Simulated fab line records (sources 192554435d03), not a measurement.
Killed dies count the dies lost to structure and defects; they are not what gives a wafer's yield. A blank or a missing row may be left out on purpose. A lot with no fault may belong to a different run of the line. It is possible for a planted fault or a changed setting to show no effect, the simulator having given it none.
fab line records	flow n5_finfet
record: lots: 5	wafers: 15	last_day: 17
route steps=1938 shown BEOL_M9@1407 PASSIVATION@1936
lots that met no fault: taken from a fault-free run of the same line
start_h: hours from the record's opening day to when the first of the lot's shown wafers began	wait_h: hours from the lot's prior step to this one	" identical to the entry in the row above	L1.1+2: one row covering several wafers at once	- value missing, or start not given	* or withheld: withheld	< > ~ a bound
route shown NAME@n: NAME is a module with steps in the file, n the number in the route of the first one	usual: the fault-free wafers' mean and standard deviation	same: alike in all rows	chamber/n: place in a boat	sites: each site's reading	_std_site: the standard deviation of these	_edge_site: the outer-site mean with the inner-site mean subtracted	radius_mm: how far each site lies from the wafer's centre	mask NAME#n: copy n	behind: the most recent tool/chamber to have shaped the wafer	hold: what put the lot on hold/how long, in hours/how the hold closed	device: names the non-switching transistor (n, p or np)	end of line: the same wafers' tests at the end of the route	a step without rows: its recipe alone	killed: the dies lost at the first sort to structure and to defects; this is not the yield of the wafer	map: a wafer's dies, marking killed ones x, the rest . and places with no die _
set.NAME: the setting the step ran with; set.NAME@STEP: the setting that earlier step ran with	model.NAME: the simulator's own value behind a step, which no gauge read
lots at selected steps of the route; one table per step, one row per wafer
services: the hour from which a tool's chamber was out of use, counted from the record's first day as start_h (under 0 if before that day), plus the number of hours and why
== steps ==
step: N5_BEOL_M9_COAT_60
recipe: resist: SiARC	temp_c: 220	time_s: 60	spin_rpm: 1500	resist_thk_nm: 30
step: N5_BEOL_M9_COAT_05
recipe: resist: CAR-ArF	spin_rpm: 1500	resist_thk_nm: 90
step: N5_BEOL_M9_EBR_07
recipe: solvent: PGMEA	ebr_width_mm: 1.5
step: N5_BEOL_M9_SOFTBAKE_06
recipe: temp_c: 110	time_s: 60	resist: CAR-ArF
step: N5_BEOL_M9_EXPOSE_08
recipe: mask_id: M9	na: 1.35	source_shape: dipole	sigma_inner: 0.411	sigma_outer: 0.611	polarization: te	dose_mj: 53.75
step: N5_BEOL_M9_PEB_09
recipe: peb_temp_c: withheld	peb_time_s: 60	resist: CAR-ArF
step: N5_BEOL_M9_DEVELOP_10
recipe: develop_time_s: 30	developer: TMAH	resist: CAR-ArF	rinse_liquid: diw	dry: air_spin	dev_temp_c: 23
step: N5_BEOL_M9_CD_MEAS_11
recipe: target_cd_nm: 64.1	landing_energy_ev: 500	detector: se_inlens	polarity: opening
usual: cd_nm: 64.0/0.54
lot.wafer	tool	chamber	start_h	wait_h	cd_nm
L866.1	cd_sem-03	0	215.39	-	63.2
L866.4	"	0	"	"	63.7
L866.5	"	0	"	"	63.8
L869.2	cd_sem-01	0	242.54	-	64.7
L869.3	"	0	"	"	64.2
L869.4	"	0	"	"	64.4
L882.2	cd_sem-02	0	306.23	-	64.6
L882.3	"	0	"	"	64.1
L882.5	"	0	"	"	64.8
L880.1	cd_sem-03	0	311.12	-	63.3
L880.3	"	0	"	"	63.7
L880.4	"	0	"	"	63.8
L887.3	cd_sem-02	0	338.76	-	64.0
L887.4	"	0	"	"	64.3
L887.6	"	0	"	"	64.7
step: N5_BEOL_M9_OVL_MEAS_12
recipe: points_per_wafer: 44
usual: M9_OVL: 0.4/0.97
lot.wafer	tool	chamber	start_h	wait_h	M9_OVL[nm]
L866.1	overlay-01	0	215.42	0.0	0.3
L866.4	"	0	"	"	-0.2
L866.5	"	0	"	"	-0.2
L869.2	overlay-02	0	242.56	0.0	1.4
L869.3	"	0	"	"	-1.2
L869.4	"	0	"	"	0.9
L882.2	overlay-02	0	306.26	0.0	1.5
L882.3	"	0	"	"	0.9
L882.5	"	0	"	"	1.6
L880.1	overlay-01	0	311.15	0.0	0.5
L880.3	"	0	"	"	-0.5
L880.4	"	0	"	"	0.5
L887.3	overlay-02	0	338.79	0.0	0.1
L887.4	"	0	"	"	0.0
L887.6	"	0	"	"	0.0
step: N5_BEOL_M9_INSPECT_13
recipe: mode: adi	inspect_instrument: brightfield
usual: raw_defect_count: 369/79
lot.wafer	tool	chamber	start_h	wait_h	raw_defect_count
L866.1	defect_inspect-02	-	215.45	0.0	450
L866.4	"	-	"	"	369
L866.5	"	-	"	"	370
L869.2	defect_inspect-02	-	242.59	0.0	417
L869.3	"	-	"	"	370
L869.4	"	-	"	"	330
L882.2	defect_inspect-02	-	306.29	0.0	367
L882.3	"	-	"	"	403
L882.5	"	-	"	"	377
L880.1	defect_inspect-02	-	311.17	0.0	329
L880.3	"	-	"	"	459
L880.4	"	-	"	"	358
L887.3	defect_inspect-01	-	338.81	0.0	383
L887.4	"	-	"	"	440
L887.6	"	-	"	"	360
step: N5_BEOL_M9_DESCUM_16
recipe: chemistry: O2	time_s: 7.9	source_power_w: 50	bias_power_w: 20	pressure_mtorr: 20	rf_frequency_hz: 2.712e+07	temp_c: 40	resist: CAR-ArF	o2_flow_sccm: 225
usual: drypump_motor_current_A: 5.8/0.39	oes_product_au: 0.79/0.077	rf_vpp_V: 243.2/1	showerhead_plenum_p_Torr: 2.10/0.051	temp_c: 40.00/0.12	throttle_valve_pct: 20.36/0.24
lot.wafer	tool	chamber	start_h	wait_h	drypump_motor_current_A	oes_product_au	rf_hours_counter_h	rf_vpp_V	showerhead_plenum_p_Torr	temp_c	throttle_valve_pct
L866.1	rie_diel-01	1	215.50	0.1	5.8	0.85	88	242.7	2.12	40.05	20.42
L866.4	"	2	"	"	5.7	0.84	66	243.6	2.04	39.94	20.15
L866.5	"	2	"	"	5.7	0.84	-	241.1	2.04	40.11	20.13
L869.2	rie_diel-03	1	242.62	0.0	6.1	0.73	170	244.3	2.18	40.23	20.43
L869.3	"	2	"	"	5.5	0.73	163	243.1	2.08	40.16	20.38
L869.4	"	3	"	"	6.2	0.87	54	242.3	2.14	39.94	20.34
L882.2	rie_diel-05	0	306.32	0.0	5.7	0.98	2	243.2	2.07	40.11	20.46
L882.3	"	2	"	"	5.0	0.85	50	242.5	2.13	40.00	19.86
L882.5	"	2	"	"	5.0	0.86	-	245.2	2.13	40.02	19.89
L880.1	rie_diel-01	0	311.21	0.0	5.6	0.72	181	242.1	2.09	39.93	20.49
L880.3	"	1	"	"	5.7	0.79	119	243.6	2.11	40.23	20.46
L880.4	"	2	"	"	5.7	0.80	100	241.9	2.03	39.93	20.19
L887.3	rie_diel-03	3	339.38	0.6	6.2	0.82	92	244.0	2.12	40.05	20.38
L887.4	"	2	"	"	5.5	0.70	187	244.5	2.08	40.09	20.42
L887.6	"	3	"	"	6.2	0.82	-	243.8	2.12	40.17	20.39
step: N5_BEOL_M9_ETCH_61
recipe: chemistry: CF4	target: SiARC	target_depth_a: 390	mask_material: CAR-ArF	time_s: 65	ion_energy_ev: 80	pressure_mtorr: 40	source_w: 545	bias_w: 36	Ar_flow_sccm: 100	cf4_flow_sccm: 100	ends: cleared
usual: drypump_motor_current_A: 5.8/0.39	etch_rf_on_time_s: 64.8/1.1	oes_product_au: 0.68/0.066	rf_vpp_V: 184.1/1.1	showerhead_plenum_p_Torr: 2.14/0.048	throttle_valve_pct: 15.54/0.23
lot.wafer	tool	chamber	start_h	wait_h	drypump_motor_current_A	etch_rf_on_time_s	oes_product_au	rf_hours_counter_h	rf_vpp_V	showerhead_plenum_p_Torr	throttle_valve_pct
L866.1	rie_diel-01	1	215.54	0.0	5.7	65.8	0.70	88	184.2	2.17	15.54
L866.4	"	2	"	"	5.7	64.3	0.71	66	182.2	2.09	15.36
L866.5	"	2	"	"	5.7	64.2	0.71	-	183.5	2.09	15.33
L869.2	rie_diel-03	1	242.66	0.0	6.1	65.8	0.63	170	184.6	2.22	15.63
L869.3	"	2	"	"	5.5	64.4	0.63	163	183.7	2.14	15.62
L869.4	"	3	"	"	6.3	65.3	0.75	54	185.0	2.17	15.39
L882.2	rie_diel-05	0	306.36	0.0	5.7	63.8	0.84	2	184.3	2.11	15.51
L882.3	"	2	"	"	5.0	61.9	0.74	50	184.2	2.18	15.06
L882.5	"	2	"	"	5.0	62.6	0.74	-	184.9	2.18	15.06
L880.1	rie_diel-01	0	311.24	0.0	5.6	64.8	0.63	181	184.2	2.13	15.65
L880.3	"	1	"	"	5.7	65.4	0.68	119	184.1	2.16	15.61
L880.4	"	2	"	"	5.7	65.2	0.67	100	183.1	2.08	15.40
L887.3	rie_diel-03	3	339.42	0.0	6.2	64.4	0.70	92	184.3	2.16	15.49
L887.4	"	2	"	"	5.5	64.5	0.61	187	183.7	2.13	15.67
L887.6	"	3	"	"	6.2	64.8	0.70	-	184.3	2.16	15.47
step: N5_BEOL_M9_ETCH_62
recipe: chemistry: N2/H2	target: SOC	target_depth_a: 1100	overetch_a: 220	mask_material: SiARC	temp_c: 40	time_s: 165	ion_energy_ev: 200	pressure_mtorr: 30	source_w: 840	bias_w: 150	n2_flow_sccm: 200	h2_flow_sccm: 200
usual: drypump_motor_current_A: 5.8/0.39	h2_flow_sccm: 200.1/0.62	oes_product_au: 0.67/0.061	rf_vpp_V: 523.8/1.9	showerhead_plenum_p_Torr: 2.54/0.064	temp_c: 40.00/0.12	throttle_valve_pct: 17.74/0.25
lot.wafer	tool	chamber	start_h	wait_h	drypump_motor_current_A	h2_flow_sccm	oes_product_au	rf_hours_counter_h	rf_vpp_V	showerhead_plenum_p_Torr	temp_c	throttle_valve_pct	model.SiARC_of_BEOL_M9_COAT_60.thk_nm	model.BEOL_M9.cd_offset_nm
L866.1	rie_diel-01	1	215.59	0.0	5.7	199.3	0.70	88	525.4	2.57	39.88	17.73	23.6	-0.8
L866.4	"	2	"	"	5.7	200.4	0.70	66	521.8	2.47	40.14	17.41	23.4	-0.2
L866.5	"	2	"	"	5.7	200.4	0.70	-	520.8	2.47	40.11	17.41	23.4	-0.4
L869.2	rie_diel-03	1	242.71	0.0	6.1	200.3	0.63	170	526.5	2.65	40.02	17.88	23.8	0.6
L869.3	"	2	"	"	5.5	199.7	0.62	163	521.6	2.54	40.21	17.93	23.4	-0.2
L869.4	"	3	"	"	6.3	200.7	0.74	54	525.2	2.59	39.97	17.63	23.8	0.2
L882.2	rie_diel-05	0	306.41	0.0	5.7	201.1	0.82	2	521.2	2.50	39.93	17.70	23.4	0.6
L882.3	"	2	"	"	5.0	199.3	0.72	50	524.9	2.58	39.94	17.16	23.2	0.4
L882.5	"	2	"	"	5.0	201.1	0.72	-	525.9	2.58	40.06	17.17	23.4	0.6
L880.1	rie_diel-01	0	311.29	0.0	5.6	200.8	0.62	181	523.8	2.54	39.98	17.94	23.6	-0.2
L880.3	"	1	"	"	5.7	199.2	0.68	119	525.0	2.56	40.05	17.78	19	2
L880.4	"	2	"	"	5.7	200.0	0.68	100	521.7	2.45	40.12	17.47	23.4	-0.2
L887.3	rie_diel-03	3	339.47	0.0	6.3	200.2	0.69	92	524.9	2.57	40.08	17.69	23.6	-0.2
L887.4	"	2	"	"	5.4	200.2	0.61	187	523.3	2.53	40.02	17.95	23.8	0.2
L887.6	"	3	"	"	6.2	198.8	0.69	-	524.1	2.57	40.10	17.70	23.8	0.4
step: N5_BEOL_M9_STRIP_68
recipe: chemistry: N2/H2	temp_c: 40	n2_flow_sccm: 200	h2_flow_sccm: 200	rf_frequency_hz: 6e+07
step: N5_BEOL_M9_STRIP_67
recipe: chemistry: CF4	resist: SiARC	power_w: 300	bias_power_w: 75	pressure_mtorr: 50	cf4_flow_sccm: 150	rf_frequency_hz: 6e+07
usual: drypump_motor_current_A: 5.8/0.4	oes_product_au: 0.79/0.072	rf_vpp_V: 271.2/1.2	showerhead_plenum_p_Torr: 1.80/0.038	throttle_valve_pct: 13.52/0.23
lot.wafer	tool	chamber	start_h	wait_h	drypump_motor_current_A	oes_product_au	rf_hours_counter_h	rf_vpp_V	showerhead_plenum_p_Torr	throttle_valve_pct
L866.1	rie_diel-01	1	215.73	0.0	5.8	0.83	88	270.7	1.81	13.50
L866.4	"	2	"	"	5.7	0.83	66	271.4	1.76	13.33
L866.5	"	2	"	"	5.7	0.82	-	270.7	1.76	13.34
L869.2	rie_diel-03	1	242.85	0.0	6.2	0.73	170	272.6	1.86	13.59
L869.3	"	2	"	"	5.5	0.73	163	271.9	1.80	13.60
L869.4	"	3	"	"	6.2	0.87	54	271.2	1.81	13.36
L882.2	rie_diel-05	0	306.55	0.0	5.7	0.98	2	270.1	1.76	13.42
L882.3	"	2	"	"	5.0	0.85	50	273.9	1.82	13.02
L882.5	"	2	"	"	5.0	0.85	-	272.2	1.82	13.02
L880.1	rie_diel-01	0	311.44	0.0	5.7	0.73	182	271.1	1.78	13.63
L880.3	"	1	"	"	5.7	0.79	119	271.0	1.81	13.57
L880.4	"	2	"	"	5.7	0.79	100	270.7	1.75	13.42
L887.3	rie_diel-03	3	339.61	0.0	6.2	0.82	92	270.3	1.80	13.45
L887.4	"	2	"	"	5.5	0.71	187	270.4	1.79	13.65
L887.6	"	3	"	"	6.2	0.82	-	271.8	1.80	13.44
step: N5_BEOL_M9_HM_OPEN_17
recipe: chemistry: Cl2/BCl3	target_depth_a: 200	overetch_a: 60	target: TiN	mask_material: SOC	ion_energy_ev: 150	pressure_mtorr: 10	icp_w: 1000	bias_w: 126	Cl2_flow_sccm: 53.25	bcl3_flow_sccm: 21.75	Ar_flow_sccm: 25
usual: drypump_motor_current_A: 6.00/0.22	oes_ar_750_au: 0.82/0.11	oes_product_au: 0.70/0.094	throttle_valve_pct: 22.21/0.14
lot.wafer	tool	chamber	start_h	wait_h	drypump_motor_current_A	oes_ar_750_au	oes_product_au	rf_hours_counter_h	throttle_valve_pct	model.BEOL_M9.cd_offset_nm
L866.1	rie_metal-01	0	215.77	0.0	6.38	0.77	0.65	41	22.23	-0.6
L866.4	"	0	"	"	6.38	0.77	0.65	-	22.23	0
L866.5	"	1	"	"	5.73	0.63	0.53	-	22.16	-0.4
L869.2	rie_metal-02	1	242.89	0.0	5.81	0.72	0.62	61	22.20	0.8
L869.3	"	0	"	"	6.08	0.99	0.86	-	22.33	-0.2
L869.4	"	1	"	"	5.80	0.71	0.63	-	22.20	0.2
L882.2	rie_metal-01	1	306.59	0.0	5.73	0.61	0.53	108	22.16	0.8
L882.3	"	1	"	"	5.72	0.62	0.53	-	22.20	0.4
L882.5	"	1	"	"	5.73	0.61	0.53	-	22.18	0.6
L880.1	rie_metal-03	1	311.48	0.0	6.16	0.80	0.68	35	22.03	-0.2
L880.3	"	0	"	"	5.75	0.93	0.80	-	22.38	1.8
L880.4	"	1	"	"	6.16	0.81	0.68	-	22.03	-0.2
L887.3	rie_metal-03	0	339.68	0.1	5.77	0.92	0.78	-	22.37	-0.2
L887.4	"	1	"	"	6.15	0.80	0.67	-	22.05	0.2
L887.6	"	1	"	"	6.10	0.80	0.67	-	22.05	0.4
step: N5_BEOL_M9_STRIP_19
recipe: chemistry: O2	power_w: 400	temp_c: 40	pressure_mtorr: 30	rf_frequency_hz: 6e+07	bias_power_w: 0	overash_fraction: 0.2	o2_flow_sccm: 225
usual: drypump_motor_current_A: 5.7/0.36	oes_product_au: 0.80/0.073	rf_vpp_V: 3.7/0.58	showerhead_plenum_p_Torr: 2.10/0.046	temp_c: 40.01/0.1	throttle_valve_pct: 16.59/0.23
same: overash_fraction: 0.2
lot.wafer	tool	chamber	start_h	wait_h	drypump_motor_current_A	oes_product_au	rf_hours_counter_h	rf_vpp_V	showerhead_plenum_p_Torr	temp_c	throttle_valve_pct
L866.1	rie_diel-01	3	215.88	0.1	5.2	0.96	8	3.8	2.14	39.97	16.29
L866.4	"	2	"	"	5.7	0.84	66	3.3	2.04	39.78	16.38
L866.5	"	1	"	"	5.7	0.82	-	4.1	2.13	40.06	16.65
L869.2	rie_diel-03	0	243.03	0.1	6.2	0.77	141	4.2	2.01	40.10	16.44
L869.3	"	3	"	"	6.3	0.87	54	4.0	2.14	40.08	16.54
L869.4	"	1	"	"	6.1	0.72	170	4.9	2.18	39.84	16.68
L882.2	rie_diel-01	3	306.70	0.1	5.1	0.89	41	3.7	2.13	40.06	16.34
L882.3	"	0	"	"	5.6	0.72	181	2.6	2.09	39.99	16.76
L882.5	"	1	"	"	5.7	0.80	-	4.4	2.12	39.94	16.69
L880.1	rie_diel-03	2	311.59	0.1	5.4	0.72	179	3.4	2.08	39.95	16.66
L880.3	"	0	"	"	6.2	0.73	171	4.0	2.00	39.77	16.50
L880.4	"	1	"	"	6.2	0.71	201	4.4	2.17	40.01	16.75
L887.3	rie_diel-05	3	339.92	0.2	5.4	0.71	208	3.4	2.08	40.02	17.23
L887.4	"	1	"	"	6.2	0.77	132	4.8	2.11	40.02	17.01
L887.6	"	3	"	"	5.4	0.72	-	3.4	2.08	39.94	17.23
step: N5_BEOL_M9_CD_MEAS_18
recipe: pitch_nm: 140	target_cd_nm: 70
usual: cd_nm: 69.9/0.58
lot.wafer	tool	chamber	start_h	wait_h	cd_nm
L866.1	cd_sem-03	-	215.95	0.0	69.4
L866.4	"	-	"	"	69.8
L866.5	"	-	"	"	69.6
L869.2	cd_sem-01	-	243.11	0.1	70.8
L869.3	"	-	"	"	69.6
L869.4	"	-	"	"	69.6
L882.2	cd_sem-01	-	306.78	0.1	70.9
L882.3	"	-	"	"	70.3
L882.5	"	-	"	"	70.7
L880.1	cd_sem-01	-	311.66	0.0	69.6
L880.3	"	-	"	"	72.1
L880.4	"	-	"	"	69.7
L887.3	cd_sem-02	-	340.00	0.1	69.9
L887.4	"	-	"	"	70.5
L887.6	"	-	"	"	70.3
step: N5_BEOL_M9_COAT_63
recipe: resist: SOC	temp_c: 250	time_s: 60	spin_rpm: 1500	resist_thk_nm: 60
step: N5_PASSIVATION_PROBE_49
usual: defect_limited_yield: 91.3/1.3	killed_at_M0_to_M3: 33/8.9	killed_at_M4_up: 15/5.4	killed_at_contacts: 13/5.8	killed_at_front_end: 39/9.9	killed_at_other: 3.2/2.9	killed_dies: 102/15	killed_on_rim: 13/3.7	killed_open: 68/12	killed_short: 34/7.6	sort_bin_5_function: 5.1/0.89	sort_bin_6_memory: 3.2/0.63	sort_n_pass: 1078/15	sort_yield_pct: 91.3/1.3
same: gross_dies: 1180	killed_at_back_side: 0	sort_bin_4_leakage[%]: 0	sort_bin_8_speed[%]: 0
lot.wafer	tool	chamber	start_h	wait_h	defect_limited_yield[%]	killed_at_M0_to_M3	killed_at_M4_up	killed_at_contacts	killed_at_front_end	killed_at_other	killed_dies	killed_on_rim	killed_open	killed_short	sort_bin_5_function[%]	sort_bin_6_memory[%]	sort_n_pass	sort_yield_pct[%]
L869.2	prober-02	-	301.09	0.1	90.3	37	25	8	38	6	114	17	66	48	5.5	3.7	1066	90.3
L869.3	prober-02	-	301.14	0.1	90.8	36	28	8	36	1	109	14	84	25	6.4	2.5	1071	90.8
L869.4	prober-02	-	301.19	0.2	90.9	43	21	0	39	4	107	13	80	27	6.4	2.5	1073	90.9
L882.2	prober-01	-	369.15	0.1	89.5	30	13	25	54	2	124	16	88	34	7.0	3.4	1056	89.5
L882.3	prober-01	-	369.20	0.1	90.9	31	12	17	47	0	107	11	77	30	5.3	3.5	1073	90.9
L882.5	prober-01	-	369.30	0.2	90.3	39	13	13	48	2	115	9	77	37	6.5	2.9	1065	90.3
L880.3	prober-02	-	374.17	0.1	90.8	32	15	10	50	2	109	17	69	38	6.0	2.9	1071	90.8
L887.3	prober-02	-	403.96	0.1	92.7	20	7	12	46	1	86	14	59	27	4.4	2.7	1094	92.7
L887.4	prober-02	-	404.01	0.2	93.1	35	7	7	30	3	82	8	53	26	4.6	2.2	1098	93.1
L887.6	prober-02	-	404.11	0.3	93.0	23	10	13	35	2	83	14	47	36	4.2	2.6	1097	93.0
killed by level:class
L869.2 BEOL_M0_SAQP:geometric_particle:short=14 FIN_SAQP:geometric_particle:open=10 BEOL_M0_SAQP:geometric_particle:open=9 BEOL_M4:geometric_particle:open=8 MOL_CONTACT_COAG:geometric_particle:open=7 BEOL_M4:geometric_particle:short=7 FIN_SAQP:geometric_particle:short=5 BEOL_M2:geometric_particle:short=4
L869.3 BEOL_M4:geometric_particle:open=21 FIN_SAQP:geometric_particle:open=12 BEOL_M1:geometric_particle:open=11 BEOL_M2:geometric_particle:open=10 FIN_SAQP:geometric_particle:short=6 BEOL_M3:geometric_particle:open=6 MOL_CONTACT_COAG:geometric_particle:open=5 BEOL_M0_SAQP:geometric_particle:short=4
L869.4 FIN_SAQP:geometric_particle:open=15 BEOL_M3:geometric_particle:open=13 BEOL_M4:geometric_particle:open=12 BEOL_M0_SAQP:geometric_particle:short=9 BEOL_M0_SAQP:geometric_particle:open=7 BEOL_M2:geometric_particle:open=7 FIN_SAQP:geometric_particle:short=6 DUMMY_GATE:geometric_particle:open=6
L882.2 MOL_CONTACT_COAG:geometric_particle:open=23 STI_FIN_REVEAL:geometric_particle:open=9 GATE_CUT:geometric_particle:open=7 GATE_CUT:geometric_particle:short=6 ILD0:geometric_particle:open=6 BEOL_M0_SAQP:geometric_particle:short=6 BEOL_M0_SAQP:geometric_particle:open=6 FIN_SAQP:geometric_particle:open=5
L882.3 BEOL_M0_SAQP:geometric_particle:open=15 MOL_CONTACT_COAG:geometric_particle:open=13 STI_FIN_REVEAL:geometric_particle:open=7 DUMMY_GATE:geometric_particle:open=7 FIN_SAQP:geometric_particle:open=6 ILD0:geometric_particle:open=5 GATE_CUT:geometric_particle:short=5 BEOL_M3:geometric_particle:open=5
L882.5 STI_FIN_REVEAL:geometric_particle:open=11 MOL_CONTACT_COAG:geometric_particle:open=10 BEOL_M2:geometric_particle:open=10 FIN_SAQP:geometric_particle:open=8 FIN_SAQP:geometric_particle:short=8 BEOL_M0_SAQP:geometric_particle:open=8 BEOL_M3:geometric_particle:open=8 BEOL_M0_SAQP:geometric_particle:short=6
L880.3 STI_FIN_REVEAL:geometric_particle:open=17 BEOL_M0_SAQP:geometric_particle:short=12 FIN_SAQP:geometric_particle:open=9 BEOL_M0_SAQP:geometric_particle:open=8 FIN_SAQP:geometric_particle:short=6 DUMMY_GATE:geometric_particle:open=6 MOL_CONTACT_COAG:geometric_particle:open=6 BEOL_M3:geometric_particle:open=5
L887.3 STI_FIN_REVEAL:geometric_particle:open=13 FIN_SAQP:geometric_particle:open=9 MOL_CONTACT_COAG:geometric_particle:open=9 STI_FIN_REVEAL:geometric_particle:short=6 FIN_SAQP:geometric_particle:short=5 BEOL_M0_SAQP:geometric_particle:short=5 BEOL_M1:geometric_particle:open=4 BEOL_M2:geometric_particle:open=4
L887.4 BEOL_M0_SAQP:geometric_particle:open=12 STI_FIN_REVEAL:geometric_particle:open=10 BEOL_M0_SAQP:geometric_particle:short=10 STI_FIN_REVEAL:geometric_particle:short=5 MOL_CONTACT_COAG:geometric_particle:open=5 BEOL_M3:geometric_particle:open=5 BEOL_M1:geometric_particle:open=4 BEOL_M4:geometric_particle:open=4
L887.6 FIN_SAQP:geometric_particle:short=12 MOL_CONTACT_COAG:geometric_particle:open=11 BEOL_M0_SAQP:geometric_particle:open=7 BEOL_M1:geometric_particle:open=7 GATE_CUT:geometric_particle:short=5 BEOL_M0_SAQP:geometric_particle:short=4 BEOL_M4:geometric_particle:open=4 FIN_SAQP:geometric_particle:open=3
== services ==
tool	chamber	start_h	hours	kind
rie_metal-03	0	201.58	16.2	repair
rie_metal-03	0	217.91	-	clean
rie_metal-03	0	217.91	17.4	scheduled_down
rie_metal-03	0	217.91	17.4	vent_cycle
rie_metal-02	0	218.93	-	clean
rie_metal-02	0	218.93	18.7	scheduled_down
rie_metal-02	0	218.93	18.7	vent_cycle
rie_diel-01	-	232.90	2.8	pm
rie_diel-03	2	248.66	32.5	repair
rie_diel-05	-	255.94	4.4	repair
rie_diel-03	3	261.12	1.6	repair
rie_diel-05	0	261.54	-	clean
rie_diel-05	0	261.54	-	consumable_replace:focus_ring
rie_diel-05	0	261.54	20.1	scheduled_down
rie_diel-05	0	261.54	20.1	vent_cycle
rie_diel-05	-	265.35	34.4	repair
rie_metal-02	-	290.93	2.8	pm
== key ==
first_sign: step: N5_BEOL_M9_CD_MEAS_18	reading: cd_nm	direction: up	sigmas: 3.6	usual: 69.9	struck: 72.1
effect none on later readings
model_effect: step: N5_BEOL_M9_ETCH_62	value: SiARC_of_BEOL_M9_COAT_60.thk_nm	without: 23.4	struck: 19
model_effect: step: N5_BEOL_M9_HM_OPEN_17	value: BEOL_M9.cd_offset_nm	without: -0.2	struck: 1.8
met_at N5_BEOL_M9_ETCH_62
struck_wafers L880.3
onset_between 215.59 311.29
fault: kind: process_parameter_drift	tool: rie_diel-01	chamber: -	onset_h: 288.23	steps: N5_BEOL_M9_ETCH_62	channel: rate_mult	offset: 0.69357	shape: step	end_h: 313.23	scope: struck_wafers_only
